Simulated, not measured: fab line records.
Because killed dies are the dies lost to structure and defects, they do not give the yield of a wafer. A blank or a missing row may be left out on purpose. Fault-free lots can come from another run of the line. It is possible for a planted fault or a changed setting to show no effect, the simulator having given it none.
Which tool is to blame? / flow n5-finfet / Sampling: 11 lots, 33 wafers, 6 of 1938 route steps

WHAT THE GAUGES READ, wafer by wafer
N5_BEOL_M0_SAQP_CD_MEAS_25 targets a cd of 13.1 nm.
lot=L075; measured=day 5 23:30; on=cd-sem-03; cd-nm (nm)=12.70 12.84 12.53
lot=L077; measured=day 6 07:23; on=cd-sem-01; cd-nm (nm)=13.01 12.79 12.67
lot=L079; measured=day 6 18:50; on=cd-sem-03; cd-nm (nm)=12.95 12.88 12.57
lot=L081; measured=day 7 06:52; on=cd-sem-01; cd-nm (nm)=13.13 13.05 12.79
lot=L082; measured=day 7 23:10; on=cd-sem-03; cd-nm (nm)=13.14 13.27 12.98
lot=L086; measured=day 8 14:44; on=cd-sem-03; cd-nm (nm)=12.81 12.16 12.94
lot=L088; measured=day 9 15:25; on=cd-sem-02; cd-nm (nm)=12.66 12.93 12.97
lot=L090; measured=day 9 16:29; on=cd-sem-01; cd-nm (nm)=13.01 12.88 12.95
lot=L092; measured=day 10 06:23; on=cd-sem-03; cd-nm (nm)=13.10 12.87 12.61
lot=L094; measured=day 10 14:56; on=cd-sem-03; cd-nm (nm)=12.41 13.01 12.64
lot=L096; measured=day 11 01:26; on=cd-sem-01; cd-nm (nm)=12.77 12.82 12.70

WHAT TOOL EACH LOT RAN ON (gives the tool, then ch and the chambers of the sampled wafers, and finally the start)
lot=L075; N5_MOL_CONTACT_COAG_ETCH_105=rie-diel-06 ch 0,2,3, day 5 02:01; N5_MOL_CONTACT_COAG_TI_SIL_19=pvd-sputter-01, day 5 02:52; N5_MOL_CONTACT_COAG_PRE_CLEAN_142=pvd-sputter-02, day 5 08:24; N5_MOL_CONTACT_COAG_ETCH_89=rie-diel-05 ch 0,2,3, day 5 12:30; N5_MOL_CONTACT_COAG_STRIP_119=plasma-asher-01 ch 0,1, day 5 13:09
lot=L077; N5_MOL_CONTACT_COAG_ETCH_105=rie-diel-02 ch 0,1, day 5 10:33; N5_MOL_CONTACT_COAG_TI_SIL_19=pvd-sputter-01, day 5 11:22; N5_MOL_CONTACT_COAG_PRE_CLEAN_142=pvd-sputter-03, day 5 17:35; N5_MOL_CONTACT_COAG_ETCH_89=rie-diel-06 ch 0,1, day 5 21:52; N5_MOL_CONTACT_COAG_STRIP_119=plasma-asher-02 ch 0,1, day 5 22:31
lot=L079; N5_MOL_CONTACT_COAG_ETCH_105=rie-diel-02 ch 0,1,2, day 5 21:29; N5_MOL_CONTACT_COAG_TI_SIL_19=pvd-sputter-03, day 5 22:27; N5_MOL_CONTACT_COAG_PRE_CLEAN_142=pvd-sputter-03, day 6 01:35; N5_MOL_CONTACT_COAG_ETCH_89=rie-diel-05 ch 0,1,2, day 6 06:32; N5_MOL_CONTACT_COAG_STRIP_119=plasma-asher-02 ch 0,1, day 6 07:13
lot=L081; N5_MOL_CONTACT_COAG_ETCH_105=rie-diel-05 ch 0,1,3, day 6 09:09; N5_MOL_CONTACT_COAG_TI_SIL_19=pvd-sputter-02, day 6 10:14; N5_MOL_CONTACT_COAG_PRE_CLEAN_142=pvd-sputter-03, day 6 15:05; N5_MOL_CONTACT_COAG_ETCH_89=rie-diel-05 ch 0,1, day 6 20:19; N5_MOL_CONTACT_COAG_STRIP_119=plasma-asher-01 ch 0,1, day 6 21:06
lot=L082; N5_MOL_CONTACT_COAG_ETCH_105=rie-diel-02 ch 0,1, day 6 22:46; N5_MOL_CONTACT_COAG_TI_SIL_19=pvd-sputter-02, day 6 23:47; N5_MOL_CONTACT_COAG_PRE_CLEAN_142=pvd-sputter-03, day 7 03:58; N5_MOL_CONTACT_COAG_ETCH_89=rie-diel-06 ch 1,2, day 7 09:31; N5_MOL_CONTACT_COAG_STRIP_119=plasma-asher-02 ch 0,1, day 7 11:13
lot=L086; N5_MOL_CONTACT_COAG_ETCH_105=rie-diel-06 ch 0,1,2, day 7 16:35; N5_MOL_CONTACT_COAG_TI_SIL_19=pvd-sputter-03, day 7 19:16; N5_MOL_CONTACT_COAG_PRE_CLEAN_142=pvd-sputter-02, day 7 23:49; N5_MOL_CONTACT_COAG_ETCH_89=rie-diel-02 ch 0,2,3, day 8 04:33; N5_MOL_CONTACT_COAG_STRIP_119=plasma-asher-01 ch 1, day 8 05:10
lot=L088; N5_MOL_CONTACT_COAG_ETCH_105=rie-diel-06 ch 0,1,2, day 8 11:09; N5_MOL_CONTACT_COAG_TI_SIL_19=pvd-sputter-03, day 8 12:10; N5_MOL_CONTACT_COAG_PRE_CLEAN_142=pvd-sputter-03, day 8 20:05; N5_MOL_CONTACT_COAG_ETCH_89=rie-diel-05 ch 0,2,3, day 9 00:36; N5_MOL_CONTACT_COAG_STRIP_119=plasma-asher-01 ch 0,1, day 9 01:40
lot=L090; N5_MOL_CONTACT_COAG_ETCH_105=rie-diel-06 ch 1,3, day 8 18:25; N5_MOL_CONTACT_COAG_TI_SIL_19=pvd-sputter-01, day 8 19:58; N5_MOL_CONTACT_COAG_PRE_CLEAN_142=pvd-sputter-03, day 8 23:23; N5_MOL_CONTACT_COAG_ETCH_89=rie-diel-05 ch 0,2,3, day 9 03:23; N5_MOL_CONTACT_COAG_STRIP_119=plasma-asher-02 ch 1, day 9 04:01
lot=L092; N5_MOL_CONTACT_COAG_ETCH_105=rie-diel-06 ch 0,1, day 9 05:37; N5_MOL_CONTACT_COAG_TI_SIL_19=pvd-sputter-01, day 9 09:33; N5_MOL_CONTACT_COAG_PRE_CLEAN_142=pvd-sputter-02, day 9 16:03; N5_MOL_CONTACT_COAG_ETCH_89=rie-diel-05 ch 0,1,2, day 9 20:40; N5_MOL_CONTACT_COAG_STRIP_119=plasma-asher-01 ch 0,1, day 9 21:25
lot=L094; N5_MOL_CONTACT_COAG_ETCH_105=rie-diel-06 ch 0,1,3, day 9 16:50; N5_MOL_CONTACT_COAG_TI_SIL_19=pvd-sputter-01, day 9 19:07; N5_MOL_CONTACT_COAG_PRE_CLEAN_142=pvd-sputter-02, day 9 23:33; N5_MOL_CONTACT_COAG_ETCH_89=rie-diel-02 ch 0,2,3, day 10 03:42; N5_MOL_CONTACT_COAG_STRIP_119=plasma-asher-02 ch 1, day 10 04:29
lot=L096; N5_MOL_CONTACT_COAG_ETCH_105=rie-diel-06 ch 0,2,3, day 10 06:36; N5_MOL_CONTACT_COAG_TI_SIL_19=pvd-sputter-02, day 10 07:24; N5_MOL_CONTACT_COAG_PRE_CLEAN_142=pvd-sputter-03, day 10 11:49; N5_MOL_CONTACT_COAG_ETCH_89=rie-diel-06 ch 0,1,2, day 10 15:54; N5_MOL_CONTACT_COAG_STRIP_119=plasma-asher-02 ch 0,1, day 10 16:32
- N5_MOL_CONTACT_COAG_ETCH_105: etches SiARC in CF4, target depth 15.6 nm, time 26 s.
- N5_MOL_CONTACT_COAG_TI_SIL_19: material Ti, target thk 4.2 nm, time 15 s.
- N5_MOL_CONTACT_COAG_PRE_CLEAN_142: time 60 s.
- N5_MOL_CONTACT_COAG_ETCH_89: etches underlayer in N2/H2, target depth 13 nm, time 10.4 s.
- N5_MOL_CONTACT_COAG_STRIP_119: strips in N2/H2, time 30 s.

THE ANSWER, worked out from the rows above alone
Rule: what is usual is taken from the lots themselves. The widest of any qualifying gaps counts: lots, ordered by their means at a reading, are off when they make up no more than a third of the lots, leave a main group of 4 or more, and stand apart from it by 3 or more times the standard deviation of that group's means. A main group whose means are all the same, to the digits that the tables above print for the reading, isn't used. A lot without any number at a reading at which 4 lots or more have one is off too. The other lots that the step has rows for count as sound.
Nothing can be told from this: no lot is off at any reading shown.

WHAT THE SIMULATOR PUT IN
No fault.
